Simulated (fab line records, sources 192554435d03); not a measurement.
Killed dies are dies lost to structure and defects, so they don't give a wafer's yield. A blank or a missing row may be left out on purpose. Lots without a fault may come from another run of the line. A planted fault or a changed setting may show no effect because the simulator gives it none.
fab line records | flow n5_finfet
record lots=5 wafers=15 last_day=15
route steps=1938 shown BEOL_M1@751 BEOL_M4@1111 PASSIVATION@1936
lots that met no fault: from a run of the same line without faults
start_h: hours from the record's first day to the start of the lot's first wafer shown | wait_h: hours since the lot's step before | " the same as in the row above | L1.1+2: a row that stands for several wafers | - no value, or no start given | * or withheld: withheld | < > ~ a bound
route shown NAME@n: a module of which the file shows steps, and the number in the route of the first | usual: mean/standard deviation of fault-free wafers | same: alike in all rows | chamber/n: place in a boat | sites: the reading at each site | _std_site: their standard deviation | _edge_site: outer sites' mean less inner sites' | radius_mm: how far each site lies from the wafer's centre | mask NAME#n: copy n | behind: the tool/chamber that last shaped the wafer | hold: why the lot was held/for how many hours/how that ended | device: the transistor (n, p or np) that didn't switch | end of line: the same wafers' tests at the end of the route | a step without rows: its recipe alone | killed: dies lost to structure and defects at the first sort, not the wafer's yield | map: a wafer's dies, x killed, . not, _ none there
set.NAME: the setting as run; set.NAME@STEP: as run at that earlier step | model.NAME: the simulator's own value behind a step, which no gauge read
lots at some steps of the route; a table a step, a row a wafer
services: from which hour (start_h, from the record's first day; less than 0 if before it) a tool's chamber was out of use, for how many hours, and why
## steps
# step N5_BEOL_M1_ILD_DEP_00
# recipe material=SiOC target_thk_a=790 temp_c=350 precursor=DEMS/O2 pressure_torr=5 rf_w=500 time_s=15.3
# step N5_BEOL_M1_PECVD_72
# recipe material=SiO2 target_thk_a=160 temp_c=400 precursor=TEOS/O2 pressure_torr=5.5 rf_w=450 teos_flow_sccm=53.8 gas=O2 flow_sccm=3000 time_s=18
# step N5_BEOL_M1_HM_DEP_02
# recipe material=TiN target_thk_a=200 temp_c=25 chamber_pressure_pa=0.49996
# step N5_BEOL_M1_COAT_61
# recipe resist=SOC temp_c=250 time_s=60 spin_rpm=1500 resist_thk_nm=60
# step N5_BEOL_M1_COAT_62
# recipe resist=SiARC temp_c=220 time_s=60 spin_rpm=1500 resist_thk_nm=12
# step N5_BEOL_M1_COAT_73
# recipe resist=underlayer temp_c=205 time_s=60 spin_rpm=1500 resist_thk_nm=5
# step N5_BEOL_M1_COAT_05
# recipe resist=CAR-EUV spin_rpm=1500 resist_thk_nm=30
# step N5_BEOL_M1_EBR_07
# recipe solvent=PGMEA ebr_width_mm=1.5
# step N5_BEOL_M1_SOFTBAKE_06
# recipe temp_c=110 time_s=60 resist=CAR-EUV
# step N5_BEOL_M1_EXPOSE_08
# recipe mask_id=M1 na=0.33 source_shape=dipole sigma_inner=0.369 sigma_outer=0.767 polarization=unpolarized dose_mj=33
# usual exposure_dose_mJ_cm2=32.97/0.041
# same dipole_opening_deg=79.7
# columns lot.wafer tool chamber start_h wait_h mask exposure_dose_mJ_cm2
L591.1 euv_scanner-01 0 158.70 - M1#0 32.91
L591.2 " 0 " " M1#0 32.99
L591.6 " 0 " " M1#0 32.96
L592.1 euv_scanner-01 0 181.48 - M1#0 31.90
L592.3 " 0 " " M1#0 31.87
L592.4 " 0 " " M1#0 31.88
L595.2 euv_scanner-01 0 181.52 - M1#0 31.96
L595.5 " 0 " " M1#0 31.95
L595.6 " 0 " " M1#0 31.93
L596.1 euv_scanner-01 0 186.35 - M1#0 32.36
L596.3 " 0 " " M1#0 32.46
L596.5 " 0 " " M1#0 32.35
L599.1 euv_scanner-02 0 192.55 - M1#0 33.02
L599.2 " 0 " " M1#0 32.98
L599.6 " 0 " " M1#0 33.03
# step N5_BEOL_M1_PEB_09
# recipe peb_temp_c=100 peb_time_s=60 resist=CAR-EUV
# step N5_BEOL_M1_DEVELOP_10
# recipe develop_time_s=30 developer=TMAH resist=CAR-EUV rinse_liquid=surfactant_rinse dry=air_spin dev_temp_c=23
# step N5_BEOL_M1_DESCUM_16
# recipe chemistry=O2 time_s=7 source_power_w=50 bias_power_w=20 pressure_mtorr=20 rf_frequency_hz=2.712e+07 temp_c=40 resist=CAR-EUV o2_flow_sccm=225
# step N5_BEOL_M1_ETCH_74
# recipe chemistry=N2/H2 target=underlayer target_depth_a=65 mask_material=CAR-EUV time_s=5.2 ion_energy_ev=200 pressure_mtorr=30 source_w=840 bias_w=150 n2_flow_sccm=200 h2_flow_sccm=200 ends=cleared
# usual bias_w=150.1/0.46 drypump_motor_current_A=5.6/0.33 etch_rf_on_time_s=5.23/0.13 h2_flow_sccm=200.0/0.67 oes_product_au=0.66/0.08 rf_vpp_V=524.2/2.6 showerhead_plenum_p_Torr=2.55/0.074 throttle_valve_pct=17.80/0.24
# columns lot.wafer tool chamber start_h wait_h bias_w drypump_motor_current_A etch_rf_on_time_s h2_flow_sccm oes_product_au rf_hours_counter_h rf_vpp_V showerhead_plenum_p_Torr throttle_valve_pct model.BEOL_M1.cd_offset_nm
L591.1 rie_diel-01 3 158.98 0.0 150.0 5.7 5.24 199.5 0.64 136 519.4 2.44 17.71 0.2
L591.2 " 1 " " 150.6 5.5 5.18 200.3 0.63 170 523.5 2.54 17.81 0
L591.6 " 3 " " 150.0 5.7 5.20 199.9 0.63 - 521.0 2.44 17.73 -0.2
L592.1 rie_diel-04 3 181.78 0.0 149.6 5.9 5.31 201.2 0.58 249 526.4 2.61 18.13 -0.8
L592.3 " 1 " " 150.2 6.3 5.05 200.7 0.61 224 525.9 2.60 17.97 -0.8
L592.4 " 2 " " 150.2 6.2 5.01 199.8 0.77 25 520.7 2.49 17.37 -0.8
L595.2 rie_diel-05 2 181.82 0.0 150.3 5.9 5.34 199.5 0.60 213 524.6 2.52 17.87 -0.4
L595.5 " 2 " " 150.7 5.9 5.39 199.3 0.60 - 521.6 2.52 17.91 -0.4
L595.6 " 1 " " 150.4 5.2 5.17 199.5 0.64 - 519.5 2.55 17.62 -0.6
L596.1 rie_diel-01 1 186.64 0.0 149.8 5.5 5.19 199.1 0.64 176 523.7 2.53 17.81 -0.2
L596.3 " 2 " " 150.6 5.4 5.27 199.5 0.58 242 520.5 2.51 18.32 0
L596.5 " 1 " " 149.6 5.5 5.18 199.7 0.63 - 522.5 2.53 17.81 -0.2
L599.1 rie_diel-01 2 192.84 0.0 150.2 5.4 5.28 200.6 0.58 244 522.9 2.51 18.32 0
L599.2 " 1 " " 150.9 5.6 5.15 199.5 0.64 177 524.7 2.53 17.79 -0.2
L599.6 " 3 " " 150.6 5.7 5.22 199.7 0.62 - 521.3 2.44 17.72 0
# step N5_BEOL_M1_ETCH_63
# recipe chemistry=CF4 target=SiARC target_depth_a=156 mask_material=CAR-EUV time_s=26 ion_energy_ev=80 pressure_mtorr=40 source_w=545 bias_w=36 Ar_flow_sccm=100 cf4_flow_sccm=100 ends=cleared
# step N5_BEOL_M1_ETCH_64
# recipe chemistry=N2/H2 target=SOC target_depth_a=750 overetch_a=150 mask_material=SiARC temp_c=40 time_s=112.5 ion_energy_ev=200 pressure_mtorr=30 source_w=840 bias_w=150 n2_flow_sccm=200 h2_flow_sccm=200
# step N5_BEOL_M1_STRIP_65
# recipe chemistry=N2/H2 temp_c=40 n2_flow_sccm=200 h2_flow_sccm=200 rf_frequency_hz=6e+07
# step N5_BEOL_M1_STRIP_75
# recipe chemistry=N2/H2 temp_c=40 n2_flow_sccm=200 h2_flow_sccm=200 rf_frequency_hz=6e+07
# step N5_BEOL_M1_STRIP_66
# recipe chemistry=CF4 resist=SiARC power_w=300 bias_power_w=75 pressure_mtorr=50 cf4_flow_sccm=150 rf_frequency_hz=6e+07
# step N5_BEOL_M1_HM_OPEN_17
# recipe chemistry=Cl2/BCl3 target_depth_a=200 overetch_a=60 target=TiN mask_material=SOC ion_energy_ev=150 pressure_mtorr=10 icp_w=1000 bias_w=126 Cl2_flow_sccm=53.25 bcl3_flow_sccm=21.75 Ar_flow_sccm=25
# usual bias_w=126.0/0.37 drypump_motor_current_A=5.8/0.42 he_backside_leak_sccm=3.35/0.21 oes_product_au=0.68/0.087 throttle_valve_pct=22.16/0.15
# columns lot.wafer tool chamber start_h wait_h bias_w drypump_motor_current_A he_backside_leak_sccm oes_product_au rf_hours_counter_h throttle_valve_pct model.BEOL_M1.cd_offset_nm
L591.1 rie_metal-02 1 159.20 0.0 126.0 5.6 3.43 0.78 3 22.15 -0.2
L591.2 " 0 " " 125.9 6.1 3.41 0.63 57 22.23 -0.2
L591.6 " 0 " " 126.0 6.1 3.22 0.64 - 22.21 -0.6
L592.1 rie_metal-01 1 181.99 0.0 126.4 5.8 3.69 0.55 108 22.37 -0.8
L592.3 " 1 " " 126.2 5.8 3.75 0.54 - 22.41 -0.8
L592.4 " 0 " " 126.1 6.1 3.09 0.77 - 22.03 -0.6
L595.2 rie_metal-03 1 182.04 0.0 125.9 5.9 3.25 0.58 77 21.84 -0.4
L595.5 " 1 " " 126.0 5.8 3.44 0.57 - 21.83 -0.6
L595.6 " 0 " " 126.3 4.6 3.15 0.68 - 22.26 -0.6
L596.1 rie_metal-01 1 186.85 0.0 125.7 5.8 3.41 0.55 109 22.39 0
L596.3 " 1 " " 125.1 5.8 3.35 0.55 - 22.38 0.2
L596.5 " 0 " " 126.2 6.2 3.10 0.77 - 22.02 0
L599.1 rie_metal-01 1 193.05 0.0 126.4 5.8 3.52 0.56 109 22.38 0.2
L599.2 " 0 " " 126.0 6.2 3.16 0.77 9 22.03 0
L599.6 " 0 " " 126.4 6.2 3.13 0.76 - 22.05 -0.4
# step N5_BEOL_M1_STRIP_19
# recipe chemistry=O2 power_w=400 temp_c=40 pressure_mtorr=30 rf_frequency_hz=6e+07 bias_power_w=0 overash_fraction=0.2 o2_flow_sccm=225
# step N5_BEOL_M4_RC_MEAS_101
# usual DIBL_N=36.0/1.9 DIBL_P=36.0/2.1 IOFF_N=0.155/0.029 IOFF_P=0.20/0.032 ION_N=672/11 ION_P=461/6.9 SS_N=71.5/0.58 SS_P=73.2/0.64 VT_N=250.4/2.9 VT_P=-251.0/2.8
# columns lot.wafer tool chamber start_h wait_h DIBL_N[mV/V] DIBL_P[mV/V] IOFF_N[nA/um] IOFF_P[nA/um] ION_N[uA/um] ION_P[uA/um] SS_N[mV/dec] SS_P[mV/dec] VT_N[mV] VT_P[mV]
L591.1 prober-02 0 214.31 0.0 40.1 40.3 0.224 0.27 675 464 72.9 74.0 247.6 -248.9
L591.2 " 0 " " 38.9 38.8 0.185 0.25 682 472 71.4 73.7 250.4 -247.6
L591.6 " 0 " " 39.9 39.2 0.214 0.26 674 461 71.1 73.9 247.6 -245.5
L592.1 prober-01 0 220.92 0.0 37.8 36.4 0.168 0.19 679 460 71.7 73.3 248.7 -252.0
L592.3 " 0 " " 36.2 34.2 0.133 0.16 669 448 71.5 72.6 255.7 -254.7
L592.4 " 0 " " 35.9 33.9 0.140 0.16 670 459 71.5 72.9 249.4 -253.7
L595.2 prober-01 0 241.12 0.2 32.8 32.3 0.099 0.15 644 448 70.2 72.5 257.9 -254.0
L595.5 " 0 " " 33.4 34.6 0.123 0.18 667 461 71.1 73.8 251.8 -251.1
L595.6 " 0 " " 34.1 34.3 0.123 0.17 651 454 72.0 72.1 256.5 -250.7
L596.1 prober-02 0 244.66 0.0 33.7 32.9 0.126 0.18 662 461 70.1 72.5 252.3 -253.1
L596.3 " 0 " " 34.3 34.1 0.144 0.19 686 462 70.5 73.1 251.6 -252.4
L596.5 " 0 " " 36.1 36.2 0.171 0.23 687 470 71.4 73.0 247.8 -249.6
L599.1 prober-01 0 246.50 0.0 34.5 34.2 0.147 0.18 675 457 71.8 73.1 251.2 -253.9
L599.2 " 0 " " 34.3 34.8 0.159 0.19 681 464 71.5 73.5 248.2 -253.9
L599.6 " 0 " " 35.7 35.8 0.171 0.20 673 459 71.9 73.3 249.8 -253.1
# step N5_PASSIVATION_PROBE_49
# usual defect_limited_yield=91.0/1.5 killed_at_M0_to_M3=33/9.4 killed_at_M4_up=14/4.8 killed_at_contacts=13/7.3 killed_at_front_end=43/13 killed_at_other=3.6/2.9 killed_dies=106/18 killed_open=69/13 killed_short=35/8.2 sort_bin_5_function=5.3/1 sort_bin_6_memory=3.3/0.68 sort_n_pass=1074/18 sort_yield_pct=91.0/1.5
# same gross_dies=1180 killed_at_back_side=0 sort_bin_4_leakage[%]=0 sort_bin_8_speed[%]=0
# columns lot.wafer tool chamber start_h wait_h defect_limited_yield[%] killed_at_M0_to_M3 killed_at_M4_up killed_at_contacts killed_at_front_end killed_at_other killed_dies killed_open killed_short sort_bin_5_function[%] sort_bin_6_memory[%] sort_n_pass sort_yield_pct[%]
L596.1 prober-02 - 356.55 0.0 91.8 32 15 6 43 1 97 59 35 5.0 2.5 1083 91.8
L596.3 prober-02 - 356.65 0.1 89.7 30 19 17 54 2 122 81 35 5.8 4.3 1058 89.7
L596.5 prober-02 - 356.75 0.2 90.8 37 21 8 39 3 108 65 35 5.9 2.8 1072 90.8
L599.1 prober-01 - 358.10 0.0 90.3 35 8 18 49 5 115 76 38 5.3 4.2 1065 90.3
L599.2 prober-01 - 358.15 0.1 92.7 23 8 4 45 6 86 53 32 3.9 3.0 1094 92.7
L599.6 prober-01 - 358.35 0.3 92.3 41 8 5 34 3 91 69 21 4.6 2.9 1089 92.3
# killed by level:class
L596.1 STI_FIN_REVEAL:geometric_particle:open=10 BEOL_M0_SAQP:geometric_particle:open=10 GATE_CUT:geometric_particle:short=9 BEOL_M3:geometric_particle:open=7 BEOL_M2:geometric_particle:open=6 DUMMY_GATE:geometric_particle:open=5 MOL_CONTACT_COAG:geometric_particle:open=5 BEOL_M0_SAQP:geometric_particle:short=5
L596.3 MOL_CONTACT_COAG:geometric_particle:open=16 DUMMY_GATE:geometric_particle:open=15 FIN_SAQP:geometric_particle:open=7 BEOL_M2:geometric_particle:open=7 BEOL_M3:geometric_particle:open=7 FIN_SAQP:geometric_particle:short=6 STI_FIN_REVEAL:geometric_particle:open=6 DUMMY_GATE:geometric_particle:short=6
L596.5 STI_FIN_REVEAL:geometric_particle:open=13 BEOL_M0_SAQP:geometric_particle:short=9 BEOL_M3:geometric_particle:open=9 BEOL_M2:geometric_particle:open=7 BEOL_M6:geometric_particle:open=6 STARTING-WAFER:geometric_particle:short=6 BEOL_M1:area_expose=6 GATE_CUT:geometric_particle:short=5
L599.1 FIN_SAQP:geometric_particle:open=18 BEOL_M1:geometric_particle:open=15 MOL_CONTACT_COAG:geometric_particle:open=11 BEOL_M0_SAQP:geometric_particle:short=10 DUMMY_GATE:geometric_particle:open=7 MOL_CONTACT_COAG:geometric_particle:short=7 STI_FIN_REVEAL:geometric_particle:open=6 BEOL_M5:geometric_particle:open=5
L599.2 STI_FIN_REVEAL:geometric_particle:open=13 FIN_SAQP:geometric_particle:short=9 STI_FIN_REVEAL:geometric_particle:short=8 BEOL_M3:geometric_particle:open=6 BEOL_M1:geometric_particle:open=5 FIN_SAQP:geometric_particle:open=4 ILD0:geometric_particle:open=4 BEOL_M0_SAQP:geometric_particle:open=4
L599.6 FIN_SAQP:geometric_particle:open=10 BEOL_M0_SAQP:geometric_particle:open=9 BEOL_M3:geometric_particle:open=9 STI_FIN_REVEAL:geometric_particle:open=7 BEOL_M0_SAQP:geometric_particle:short=6 BEOL_M1:geometric_particle:open=6 BEOL_M2:geometric_particle:open=6 ILD0:geometric_particle:open=4
## services
# columns tool chamber start_h hours kind
rie_diel-05 1 141.67 9.0 repair
euv_scanner-02 - 165.44 1.0 pm
euv_scanner-01 - 176.56 1.0 pm
rie_diel-04 3 184.80 - clean
rie_diel-04 3 184.80 - consumable_replace:focus_ring
rie_diel-04 3 184.80 21.8 scheduled_down
rie_diel-04 3 184.80 21.8 vent_cycle
rie_diel-05 3 190.29 7.9 repair
euv_scanner-02 - 193.10 4.6 pm
## key
first_sign step=N5_BEOL_M1_EXPOSE_08 reading=exposure_dose_mJ_cm2 direction=down sigmas=22 usual=32.97 struck=32.07
effect none on later readings
model_effect step=N5_BEOL_M1_ETCH_74 value=BEOL_M1.cd_offset_nm without=0.1111 struck=-0.4667
model_effect step=N5_BEOL_M1_HM_OPEN_17 value=BEOL_M1.cd_offset_nm without=0.1556 struck=-0.4
met_at N5_BEOL_M1_EXPOSE_08
struck_wafers L592.1,L592.3,L592.4,L595.2,L595.5,L595.6,L596.1,L596.3,L596.5
rows_end L592.1,L592.3,L592.4,L595.2,L595.5,L595.6
loop_trim step=N5_BEOL_M1_EXPOSE_08 setting=dose lots=L596
fault kind=process_parameter_drift tool=euv_scanner-01 chamber=- onset_h=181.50 steps=N5_BEOL_M1_EXPOSE_08 channel=dose_mj offset=-1.079 shape=step acts_in=these_recipes_only stated=33
# rows_end: these wafers met a further fault down the route, and their rows from its step on are left out
# loop_trim: a control loop set the setting to another value than it would have without faults
